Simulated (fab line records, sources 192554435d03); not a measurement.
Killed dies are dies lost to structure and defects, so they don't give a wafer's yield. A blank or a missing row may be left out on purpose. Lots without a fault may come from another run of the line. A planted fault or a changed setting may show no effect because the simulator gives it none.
Chamber matching | flow n5_finfet | N5_PMOS_HMC_CHANNEL_EPI_DESCUM_14 on rie_diel-06: 4 sister chambers
The step chemistry O2, time 7.9 s. 14 wafers are shown with their chamber, then 7 later ones without.

WAFERS WITH THEIR CHAMBER
wafer  | chamber | drypump_motor_current_A (A) | showerhead_plenum_p_Torr (Torr) | throttle_valve_pct (%)
L074.1 | 2       | 5.2                         | 2.08                            | 20.5
L074.2 | 0       | 5.8                         | 2.06                            | 20.8
L074.3 | 3       | 5.3                         | 2.23                            | 20.3
L076.3 | 2       | 5.2                         | 2.08                            | 20.5
L076.4 | 2       | 5.2                         | 2.08                            | 20.5
L076.6 | 0       | 5.7                         | 2.05                            | 20.8
L077.3 | 3       | 5.3                         | 2.23                            | 20.3
L077.4 | 1       | 5.9                         | 2.12                            | 19.7
L077.6 | 2       | 5.2                         | 2.08                            | 20.5
L085.2 | 3       | 5.3                         | 2.22                            | 20.4
L085.4 | 1       | 5.9                         | 2.12                            | 19.8
L085.6 | 3       | 5.3                         | 2.22                            | 20.4
L091.1 | 2       | 5.2                         | 2.07                            | 20.6
L091.3 | 0       | 5.7                         | 2.05                            | 20.4

SIGNATURES (means of the wafers above)
reading                  | chamber 0 | chamber 1 | chamber 2 | chamber 3 | scatter within a chamber
drypump_motor_current_A  | 5.733     | 5.900     | 5.200     | 5.300     | 0.0258
showerhead_plenum_p_Torr | 2.0533    | 2.1200    | 2.0780    | 2.2250    | 0.00497
throttle_valve_pct       | 20.667    | 19.750    | 20.520    | 20.350    | 0.114
Rule: a wafer's distance from a chamber is the root of the sum, over the readings, of the square of ((its reading less the chamber's mean) divided by the reading's scatter). The wafer belongs to the nearest chamber; if the next one is less than 2 further off, it can't be placed. The scatter: the root of (the sum of the squares of (reading less its chamber's mean) over the shown wafers, divided by (wafers less chambers)).

WAFERS WITHOUT THEIR CHAMBER
wafer  | drypump_motor_current_A (A) | showerhead_plenum_p_Torr (Torr) | throttle_valve_pct (%)
L091.4 | 5.8                         | 2.05                            | 20.4
L092.2 | 5.8                         | 2.05                            | 20.4
L092.5 | 5.9                         | 2.11                            | 19.7
L092.6 | 5.8                         | 2.05                            | 20.4
L096.1 | 5.9                         | 2.11                            | 19.7
L096.2 | 5.8                         | 2.04                            | 20.4
L096.4 | 5.3                         | 2.21                            | 20.4

WHICH CHAMBER EACH WENT THROUGH
wafer  | from the rows above | in truth
L091.4 | 0                   | 0
L092.2 | 0                   | 0
L092.5 | 1                   | 1
L092.6 | 0                   | 0
L096.1 | 1                   | 1
L096.2 | 0                   | 0
L096.4 | 3                   | 3
Placed correctly: 7 of 7. Can't be placed from these rows: 0. Placed wrongly: 0.
